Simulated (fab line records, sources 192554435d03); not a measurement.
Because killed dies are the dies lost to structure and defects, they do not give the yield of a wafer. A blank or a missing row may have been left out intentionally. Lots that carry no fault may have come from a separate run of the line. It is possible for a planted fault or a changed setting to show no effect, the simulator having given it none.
fab line records    flow n5Finfet    part 1 of 2: steps 1 to 4 of 6
record lots=22  wafers=66  lastDay=18
route steps=1938 shown GATE_CUT@488 MOL_CONTACT_COAG@532
lots with no fault: from the same line, run without faults
startH: the number of hours between the record's first day and the start of the first shown wafer of the lot    waitH: time in hours since the lot's previous step    " unchanged from the row above    L1.1+2: several wafers, shown together as one row    - no value, or no start given    * or withheld: withheld    < > ~ a bound
route shown NAME@n: names a module that has steps shown in the file, with the first one's number in the route    usual: the fault-free wafers' mean and standard deviation    same: alike in all rows    chamber/n: place in a boat    sites: the reading at each site    _std_site: the standard deviation of these    _edge_site: inner sites' mean taken away from outer sites' mean    radiusMm: for every site, how far away it sits from the centre of the wafer    mask NAME#n: copy n    behind: the most recent tool/chamber to have shaped the wafer    hold: why the lot went on hold/how many hours it stayed there/how the hold came to an end    device: names the non-switching transistor (n, p or np)    end of line: the tests these same wafers got at the end of their route    where a step has no rows: the recipe by itself    killed: dies lost to structure and defects at the first sort, not the wafer's yield    map: per-die view of a wafer (x killed, . not killed, _ where there is no die)
set.NAME: the setting that was run; set.NAME@STEP: the one run at that earlier step    model.NAME: the simulator's own value behind a step, which no gauge read
route steps across a sampled set of lots; one table per step, one row per wafer
services: when a tool's chamber went out of use (startH, in hours from the record's first day, below 0 if earlier), for how many hours, and the reason
## steps
# step N5_GATE_CUT_OVL_MEAS_14
# recipe pointsPerWafer=522
# usual GATE_CUT_OVL=0.1/0.67
lot.wafer  tool        chamber  startH  waitH  GATE_CUT_OVL[nm]
L074.1     overlay-01  0        88.19   0.0    -0.2
L074.4     "           0        "       "      -0.2
L074.6     "           0        "       "      0.5
L075.3     overlay-01  0        93.69   0.0    0.9
L075.4     "           0        "       "      1.1
L075.5     "           0        "       "      0.7
L076.3     overlay-02  0        94.93   0.0    -0.2
L076.4     "           0        "       "      -0.4
L076.6     "           0        "       "      -0.1
L077.3     overlay-02  0        102.63  0.0    -0.2
L077.4     "           0        "       "      -0.1
L077.6     "           0        "       "      -0.4
L078.2     overlay-01  0        110.78  0.0    -0.8
L078.4     "           0        "       "      -0.6
L078.6     "           0        "       "      -0.3
L079.1     overlay-02  0        113.00  0.0    0.5
L079.2     "           0        "       "      1.0
L079.4     "           0        "       "      0.7
L080.1     overlay-02  0        119.24  0.0    1.1
L080.3     "           0        "       "      1.1
L080.6     "           0        "       "      -0.7
L081.2     overlay-02  0        125.09  0.0    -0.5
L081.4     "           0        "       "      -0.7
L081.6     "           0        "       "      -1.0
L083.1     overlay-02  0        136.87  0.0    -0.3
L083.4     "           0        "       "      -0.7
L083.5     "           0        "       "      0.0
L082.1     overlay-01  0        138.15  0.0    0.4
L082.2     "           0        "       "      0.1
L082.6     "           0        "       "      -0.7
L085.2     overlay-01  0        150.12  0.0    -0.3
L085.4     "           0        "       "      0.2
L085.5     "           0        "       "      0.5
L086.1     overlay-01  0        155.81  0.0    0.5
L086.3     "           0        "       "      -0.6
L086.5     "           0        "       "      1.0
L088.2     overlay-01  0        174.92  0.0    0.0
L088.5     "           0        "       "      -0.8
L088.6     "           0        "       "      -0.4
L089.4     overlay-02  0        176.21  0.0    1.1
L089.5     "           0        "       "      0.4
L089.6     "           0        "       "      1.0
L090.1     overlay-01  0        181.97  0.0    0.5
L090.3     "           0        "       "      1.2
L090.5     "           0        "       "      0.3
L091.1     overlay-02  0        189.09  0.0    -0.9
L091.2     "           0        "       "      0.3
L091.3     "           0        "       "      -0.6
L092.3     overlay-01  0        193.66  0.0    -0.9
L092.5     "           0        "       "      -0.2
L092.6     "           0        "       "      -0.5
L093.2     overlay-02  0        199.19  0.0    -0.6
L093.5     "           0        "       "      0.9
L093.6     "           0        "       "      -0.3
L094.1     overlay-01  0        204.61  0.0    0.5
L094.4     "           0        "       "      -0.2
L094.6     "           0        "       "      -0.1
L095.1     overlay-02  0        217.17  0.0    1.2
L095.3     "           0        "       "      1.1
L095.4     "           0        "       "      1.0
L096.2     overlay-02  0        218.68  0.0    -0.2
L096.4     "           0        "       "      1.1
L096.6     "           0        "       "      1.7
L097.1     overlay-01  0        225.30  0.0    1.1
L097.5     "           0        "       "      1.1
L097.6     "           0        "       "      1.6
# step N5_GATE_CUT_HM_OPEN_40
# recipe chemistry=C4F6/O2  target=SiO2  maskMaterial=SiARC  targetDepthA=1390  timeS=85.1  ionEnergyEv=250  pressureMtorr=30  sourceW=345  biasW=185  Ar_flow_sccm=300  C4F6_flow_sccm=10  O2_flow_sccm=10  ends=cleared
# usual drypumpMotorCurrentA=5.9/0.73  etchRfOnTimeS=95.0/2  oesProductAu=0.72/0.061  rfFwdPowerW=341.8/1.5  rfVppV=668/17  showerheadPlenumPTorr=2.84/0.073  throttleValvePct=20.76/0.16
lot.wafer  tool        chamber  startH  waitH  drypumpMotorCurrentA  etchRfOnTimeS  oesProductAu  rfFwdPowerW  rfHoursCounterH  rfVppV  showerheadPlenumPTorr  throttleValvePct
L074.1     rieDiel-01  1        88.45   0.0    4.9                   97.4           0.65          340.8        172              674     2.73                   20.92
L074.4     "           0        "       "      5.6                   96.1           0.75          342.1        94               665     2.89                   21.02
L074.6     "           0        "       "      5.6                   93.7           0.75          344.2        -                665     2.89                   21.02
L075.3     rieDiel-04  3        93.94   0.0    6.8                   93.7           0.80          342.5        35               686     2.78                   20.77
L075.4     "           0        "       "      5.3                   95.8           0.67          343.4        164              685     2.93                   20.69
L075.5     "           3        "       "      6.8                   94.9           0.80          341.6        -                688     2.78                   20.74
L076.3     rieDiel-03  1        95.69   0.0    5.4                   93.9           0.81          339.9        19               656     2.91                   20.40
L076.4     "           2        "       "      6.7                   95.9           0.70          341.7        150              636     2.73                   20.94
L076.6     "           2        "       "      6.6                   95.4           0.70          343.4        -                637     2.73                   20.95
L077.3     rieDiel-03  3        102.87  0.0    6.4                   91.5           0.67          340.0        182              644     2.81                   20.80
L077.4     "           0        "       "      6.4                   98.4           0.74          341.0        67               664     2.85                   20.57
L077.6     "           3        "       "      6.5                   92.5           0.67          340.2        -                644     2.81                   20.80
L078.2     rieDiel-03  3        111.03  0.0    6.5                   91.9           0.67          339.0        184              645     2.80                   20.80
L078.4     "           0        "       "      6.4                   97.3           0.74          341.4        70               662     2.85                   20.55
L078.6     "           0        "       "      6.4                   97.8           0.74          341.6        -                663     2.85                   20.55
L079.1     rieDiel-03  1        113.26  0.0    5.3                   93.9           0.80          341.2        25               654     2.90                   20.41
L079.2     "           3        "       "      6.4                   92.4           0.67          338.6        185              644     2.80                   20.81
L079.4     "           0        "       "      6.4                   96.3           0.75          343.0        71               662     2.85                   20.57
L080.1     rieDiel-01  3        119.50  0.0    6.4                   95.5           0.81          341.4        23               652     2.80                   20.86
L080.3     "           0        "       "      5.6                   94.9           0.73          343.6        103              665     2.89                   21.02
L080.6     "           0        "       "      5.6                   94.4           0.73          345.4        -                665     2.89                   21.04
L081.2     rieDiel-01  1        125.34  0.0    4.9                   94.9           0.65          341.6        182              676     2.72                   20.94
L081.4     "           3        "       "      6.5                   95.9           0.80          340.9        25               649     2.80                   20.88
L081.6     "           0        "       "      5.6                   94.8           0.73          343.0        -                667     2.89                   21.04
L083.1     rieDiel-04  0        137.43  0.0    5.4                   94.0           0.66          341.0        179              684     2.93                   20.72
L083.4     "           3        "       "      6.7                   96.6           0.76          342.0        -                687     2.78                   20.77
L083.5     "           1        "       "      4.7                   93.9           0.68          342.2        -                676     2.96                   20.73
L082.1     rieDiel-01  3        138.40  0.0    6.4                   94.4           0.80          343.5        30               651     2.80                   20.88
L082.2     "           2        "       "      5.2                   96.0           0.66          339.6        146              676     2.86                   20.65
L082.6     "           2        "       "      5.2                   99.1           0.66          339.6        -                675     2.86                   20.67
L085.2     rieDiel-04  0        150.39  0.0    5.4                   93.7           0.66          342.8        184              684     2.93                   20.73
L085.4     "           3        "       "      6.7                   94.8           0.76          341.8        54               687     2.77                   20.79
L085.5     "           1        "       "      4.7                   92.3           0.68          343.0        -                674     2.96                   20.75
L086.1     rieDiel-04  0        156.07  0.0    5.4                   93.2           0.65          342.1        185              684     2.93                   20.72
L086.3     "           1        "       "      4.7                   90.4           0.67          345.5        150              675     2.96                   20.73
L086.5     "           3        "       "      6.7                   93.4           0.76          340.2        -                688     2.77                   20.79
L088.2     rieDiel-04  2        175.39  0.0    6.5                   92.2           0.82          342.8        13               681     2.79                   20.57
L088.5     "           3        "       "      6.8                   93.4           0.76          340.7        -                688     2.77                   20.79
L088.6     "           1        "       "      4.7                   92.4           0.67          341.8        -                676     2.95                   20.77
L089.4     rieDiel-04  3        176.80  0.0    6.8                   96.2           0.76          339.9        61               687     2.77                   20.80
L089.5     "           1        "       "      4.7                   95.4           0.67          343.5        -                674     2.95                   20.74
L089.6     "           0        "       "      5.4                   98.2           0.65          341.7        -                684     2.92                   20.74
L090.1     rieDiel-03  1        182.23  0.0    5.3                   94.5           0.77          341.2        45               654     2.89                   20.44
L090.3     "           0        "       "      6.4                   98.3           0.71          343.0        91               663     2.84                   20.60
L090.5     "           0        "       "      6.4                   98.0           0.73          343.1        -                663     2.84                   20.59
L091.1     rieDiel-04  0        189.67  0.0    5.4                   96.1           0.65          342.8        192              686     2.92                   20.74
L091.2     "           2        "       "      6.5                   94.0           0.80          342.4        18               680     2.79                   20.57
L091.3     "           3        "       "      6.8                   93.5           0.76          341.9        64               687     2.77                   20.80
L092.3     rieDiel-04  3        193.94  0.0    6.7                   93.6           0.75          340.1        66               687     2.77                   20.80
L092.5     "           3        "       "      6.8                   95.6           0.75          341.5        -                685     2.77                   20.79
L092.6     "           2        "       "      6.5                   97.1           0.79          342.8        -                682     2.79                   20.59
L093.2     rieDiel-04  3        199.45  0.0    6.8                   93.1           0.74          340.9        67               686     2.77                   20.81
L093.5     "           1        "       "      4.7                   93.7           0.66          343.3        -                674     2.95                   20.78
L093.6     "           0        "       "      5.4                   97.9           0.65          345.5        -                685     2.92                   20.74
L094.1     rieDiel-04  1        205.01  0.0    4.7                   94.1           0.66          341.1        166              675     2.95                   20.77
L094.4     "           3        "       "      6.8                   96.0           0.74          338.3        69               686     2.77                   20.80
L094.6     "           0        "       "      5.4                   97.7           0.65          343.3        -                685     2.92                   20.74
L095.1     rieDiel-03  1        217.43  0.0    5.3                   94.9           0.74          341.9        53               654     2.89                   20.46
L095.3     "           2        "       "      6.7                   95.8           0.67          341.2        183              635     2.72                   21.01
L095.4     "           0        "       "      6.4                   97.9           0.71          342.6        99               662     2.84                   20.61
L096.2     rieDiel-04  3        218.93  0.0    6.7                   93.2           0.74          341.0        73               686     2.77                   20.82
L096.4     "           2        "       "      6.5                   97.6           0.78          342.4        27               683     2.78                   20.57
L096.6     "           3        "       "      6.7                   95.1           0.74          341.2        -                687     2.77                   20.83
L097.1     rieDiel-01  1        225.58  0.0    4.9                   95.4           0.62          340.1        210              675     2.71                   20.98
L097.5     "           1        "       "      4.9                   98.8           0.62          341.8        -                672     2.71                   20.99
L097.6     "           2        "       "      5.2                   100.2          0.63          340.5        -                673     2.85                   20.71
# step N5_GATE_CUT_STRIP_42
# recipe chemistry=O2  powerW=400  tempC=40  pressureMtorr=30  rfFrequencyHz=6e+07  biasPowerW=0  overashFraction=0.3  o2FlowSccm=225
# usual drypumpMotorCurrentA=5.9/0.73  o2FlowSccm=225.0/0.71  oesProductAu=0.80/0.068  rfVppV=3.6/0.44  showerheadPlenumPTorr=2.10/0.058  tempC=40.00/0.12  throttleValvePct=16.54/0.17
lot.wafer  tool        chamber  startH  waitH  drypumpMotorCurrentA  o2FlowSccm  oesProductAu  rfHoursCounterH  rfVppV  showerheadPlenumPTorr  tempC  throttleValvePct
L074.1     rieDiel-01  1        88.53   0.0    4.9                   225.2       0.72          172              3.1     2.00                   39.89  16.66
L074.4     "           0        "       "      5.6                   222.9       0.82          94               3.1     2.13                   40.13  16.72
L074.6     "           0        "       "      5.6                   223.6       0.82          -                3.5     2.13                   40.14  16.73
L075.3     rieDiel-04  3        94.02   0.0    6.8                   225.3       0.86          35               4.3     2.06                   40.07  16.48
L075.4     "           0        "       "      5.3                   225.0       0.74          164              4.2     2.19                   39.98  16.59
L075.5     "           3        "       "      6.7                   224.7       0.88          -                4.0     2.06                   39.84  16.51
L076.3     rieDiel-03  1        95.77   0.0    5.4                   226.1       0.89          19               3.9     2.14                   39.99  16.12
L076.4     "           2        "       "      6.6                   225.0       0.78          150              3.5     2.03                   40.00  16.78
L076.6     "           2        "       "      6.6                   224.8       0.78          -                3.6     2.03                   40.11  16.81
L077.3     rieDiel-03  3        102.95  0.0    6.4                   225.7       0.74          182              3.8     2.06                   39.97  16.57
L077.4     "           0        "       "      6.4                   225.5       0.84          67               3.4     2.12                   40.14  16.41
L077.6     "           3        "       "      6.4                   224.9       0.75          -                3.4     2.06                   40.06  16.55
L078.2     rieDiel-03  3        111.11  0.0    6.5                   226.1       0.74          184              3.3     2.06                   39.87  16.56
L078.4     "           0        "       "      6.4                   225.0       0.84          70               3.1     2.12                   40.00  16.43
L078.6     "           0        "       "      6.4                   225.3       0.83          -                3.5     2.12                   40.03  16.40
L079.1     rieDiel-03  1        113.34  0.0    5.3                   225.0       0.89          25               2.9     2.14                   40.09  16.15
L079.2     "           3        "       "      6.5                   225.8       0.74          185              3.5     2.06                   40.04  16.57
L079.4     "           0        "       "      6.4                   224.9       0.84          71               3.6     2.12                   40.02  16.40
L080.1     rieDiel-01  3        119.58  0.0    6.4                   224.4       0.90          23               3.9     2.06                   40.10  16.52
L080.3     "           0        "       "      5.6                   224.8       0.81          103              3.5     2.12                   40.09  16.75
L080.6     "           0        "       "      5.6                   224.9       0.82          -                3.8     2.12                   39.81  16.73
L081.2     rieDiel-01  1        125.43  0.0    4.9                   225.5       0.72          182              4.1     1.99                   39.90  16.68
L081.4     "           3        "       "      6.4                   224.9       0.89          25               3.4     2.06                   39.89  16.53
L081.6     "           0        "       "      5.6                   225.7       0.81          -                3.9     2.12                   39.92  16.75
L083.1     rieDiel-04  0        137.51  0.0    5.4                   225.7       0.74          179              3.1     2.18                   39.98  16.63
L083.4     "           3        "       "      6.7                   225.8       0.86          -                3.5     2.05                   40.00  16.53
L083.5     "           1        "       "      4.7                   224.5       0.76          -                4.5     2.19                   39.96  16.53
L082.1     rieDiel-01  3        138.49  0.0    6.4                   224.8       0.89          30               3.5     2.06                   40.02  16.54
L082.2     "           2        "       "      5.2                   225.2       0.73          146              3.1     2.08                   40.00  16.28
L082.6     "           2        "       "      5.2                   224.3       0.73          -                3.7     2.08                   40.02  16.30
L085.2     rieDiel-04  0        150.47  0.0    5.4                   225.7       0.73          184              3.7     2.18                   40.25  16.65
L085.4     "           3        "       "      6.8                   225.3       0.85          54               3.2     2.05                   40.05  16.54
L085.5     "           1        "       "      4.7                   224.2       0.75          -                3.5     2.19                   40.19  16.54
L086.1     rieDiel-04  0        156.15  0.0    5.4                   225.3       0.72          185              3.8     2.18                   40.27  16.64
L086.3     "           1        "       "      4.7                   223.9       0.75          150              4.5     2.19                   39.85  16.52
L086.5     "           3        "       "      6.8                   225.3       0.84          -                3.4     2.05                   40.28  16.54
L088.2     rieDiel-04  2        175.47  0.0    6.5                   225.3       0.91          13               3.3     2.07                   40.08  16.43
L088.5     "           3        "       "      6.8                   225.9       0.84          -                3.7     2.05                   39.97  16.55
L088.6     "           1        "       "      4.7                   225.2       0.74          -                2.8     2.19                   39.85  16.55
L089.4     rieDiel-04  3        176.88  0.0    6.7                   223.8       0.84          61               3.2     2.05                   39.95  16.56
L089.5     "           1        "       "      4.7                   224.3       0.73          -                3.2     2.19                   39.86  16.55
L089.6     "           0        "       "      5.4                   225.7       0.71          -                3.5     2.18                   39.88  16.66
L090.1     rieDiel-03  1        182.31  0.0    5.3                   226.2       0.86          45               4.0     2.13                   39.74  16.17
L090.3     "           0        "       "      6.4                   225.0       0.82          91               4.2     2.11                   40.01  16.44
L090.5     "           0        "       "      6.4                   225.2       0.82          -                3.5     2.11                   40.03  16.44
L091.1     rieDiel-04  0        189.75  0.0    5.3                   225.8       0.72          192              3.7     2.18                   40.11  16.66
L091.2     "           2        "       "      6.5                   226.1       0.89          18               4.2     2.07                   39.97  16.43
L091.3     "           3        "       "      6.7                   225.8       0.83          64               2.9     2.05                   39.88  16.56
L092.3     rieDiel-04  3        194.02  0.0    6.8                   224.9       0.83          66               3.7     2.05                   40.01  16.57
L092.5     "           3        "       "      6.8                   224.2       0.84          -                3.6     2.05                   40.02  16.57
L092.6     "           2        "       "      6.5                   224.1       0.89          -                3.9     2.07                   39.79  16.43
L093.2     rieDiel-04  3        199.53  0.0    6.8                   226.1       0.84          67               3.5     2.04                   40.18  16.57
L093.5     "           1        "       "      4.7                   224.8       0.75          -                3.7     2.18                   39.93  16.57
L093.6     "           0        "       "      5.4                   223.2       0.73          -                3.5     2.17                   40.04  16.67
L094.1     rieDiel-04  1        205.09  0.0    4.7                   223.6       0.74          166              3.2     2.18                   39.89  16.58
L094.4     "           3        "       "      6.7                   223.9       0.84          69               3.7     2.04                   39.97  16.58
L094.6     "           0        "       "      5.4                   226.1       0.72          -                4.0     2.17                   39.93  16.67
L095.1     rieDiel-03  1        217.51  0.0    5.3                   223.9       0.84          53               3.5     2.13                   40.04  16.19
L095.3     "           2        "       "      6.6                   224.8       0.75          183              3.5     2.02                   39.83  16.86
L095.4     "           0        "       "      6.4                   225.7       0.80          99               4.0     2.11                   40.03  16.47
L096.2     rieDiel-04  3        219.01  0.0    6.7                   224.8       0.83          73               3.9     2.04                   39.90  16.58
L096.4     "           2        "       "      6.5                   225.9       0.88          27               3.5     2.07                   39.84  16.44
L096.6     "           3        "       "      6.8                   225.1       0.82          -                3.1     2.04                   40.13  16.57
L097.1     rieDiel-01  1        225.66  0.0    4.9                   225.0       0.70          210              3.8     1.98                   39.91  16.71
L097.5     "           1        "       "      4.9                   225.3       0.70          -                3.7     1.98                   39.87  16.73
L097.6     "           2        "       "      5.2                   225.1       0.71          -                3.7     2.07                   40.06  16.33
# step N5_GATE_CUT_CMP_43
# recipe material=SiO2  postCmpClean=rinseOnly
# usual motorCurrentA=12.0/1.6  slurryFlowMlMin=150.0/0.45
lot.wafer  tool    chamber  startH  waitH  motorCurrentA  slurryFlowMlMin
L074.1     cmp-01  1        91.54   0.2    11.6           149.5
L074.4     "       2        "       "      13.1           149.3
L074.6     "       3        "       "      11.7           149.6
L075.4     cmp-01  0        96.70   0.0    14.1           149.3
L075.3     "       1        "       "      12.6           149.6
L075.5     "       1        "       "      12.0           150.5
L076.4     cmp-01  2        98.52   0.1    12.1           150.7
L076.3     "       0        "       "      14.1           149.7
L076.6     "       2        "       "      12.6           150.3
L077.4     cmp-03  0        105.36  0.0    10.5           151.1
L077.3     "       2        "       "      10.7           150.1
L077.6     "       0        "       "      10.0           150.2
L078.2     cmp-03  3        113.51  0.0    12.2           150.7
L078.4     "       1        "       "      10.2           149.9
L078.6     "       3        "       "      11.9           150.3
L079.2     cmp-01  1        115.74  0.0    12.3           150.2
L079.4     "       2        "       "      12.4           150.1
L079.1     "       0        "       "      15.6           150.2
L080.1     cmp-01  0        121.99  0.0    15.0           149.7
L080.3     "       3        "       "      11.9           150.4
L080.6     "       1        "       "      12.2           150.1
L081.2     cmp-04  3        127.91  0.1    11.8           150.2
L081.4     "       0        "       "      9.2            149.6
L081.6     "       2        "       "      11.1           150.3
L083.1     cmp-01  1        140.00  0.1    12.0           149.8
L083.4     "       2        "       "      12.9           150.0
L083.5     "       1        "       "      11.6           150.2
L082.1     cmp-01  3        141.28  0.0    11.7           150.1
L082.2     "       1        "       "      11.6           149.9
L082.6     "       0        "       "      14.6           149.9
L085.2     cmp-01  0        153.04  0.2    13.6           150.6
L085.4     "       1        "       "      11.7           149.1
L085.5     "       3        "       "      12.1           149.4
L086.1     cmp-04  2        158.63  0.1    10.5           149.2
L086.3     "       3        "       "      11.5           150.3
L086.5     "       1        "       "      12.8           149.8
L088.2     cmp-04  0        177.96  0.0    9.1            150.2
L088.6     "       0        "       "      9.2            150.2
L088.5     "       1        "       "      12.8           151.1
L089.4     cmp-03  0        179.55  0.3    10.1           149.7
L089.5     "       1        "       "      10.1           150.3
L089.6     "       2        "       "      10.8           149.1
L090.1     cmp-01  0        185.11  0.0    14.1           149.8
L090.3     "       1        "       "      11.8           150.2
L090.5     "       1        "       "      12.2           150.7
L091.1     cmp-01  1        193.32  0.0    11.8           149.6
L091.2     "       2        "       "      13.0           149.6
L091.3     "       3        "       "      11.9           150.1
L092.3     cmp-01  2        196.59  0.2    12.2           149.8
L092.6     "       0        "       "      15.0           151.0
L092.5     "       1        "       "      12.4           149.9
L093.2     cmp-04  1        201.94  0.0    14.1           150.5
L093.5     "       1        "       "      13.0           150.3
L093.6     "       2        "       "      10.7           150.3
L094.4     cmp-04  1        207.69  0.2    13.0           150.4
L094.1     "       2        "       "      10.5           150.1
L094.6     "       0        "       "      9.2            149.9
L095.1     cmp-04  1        219.93  0.0    13.4           150.7
L095.4     "       2        "       "      10.8           150.3
L095.3     "       3        "       "      11.0           149.3
L096.2     cmp-04  1        221.50  0.1    13.6           149.7
L096.4     "       2        "       "      10.5           149.5
L096.6     "       0        "       "      9.1            149.4
L097.1     cmp-01  3        228.37  0.2    12.5           150.5
L097.6     "       2        "       "      13.1           150.6
L097.5     "       3        "       "      11.2           150.7
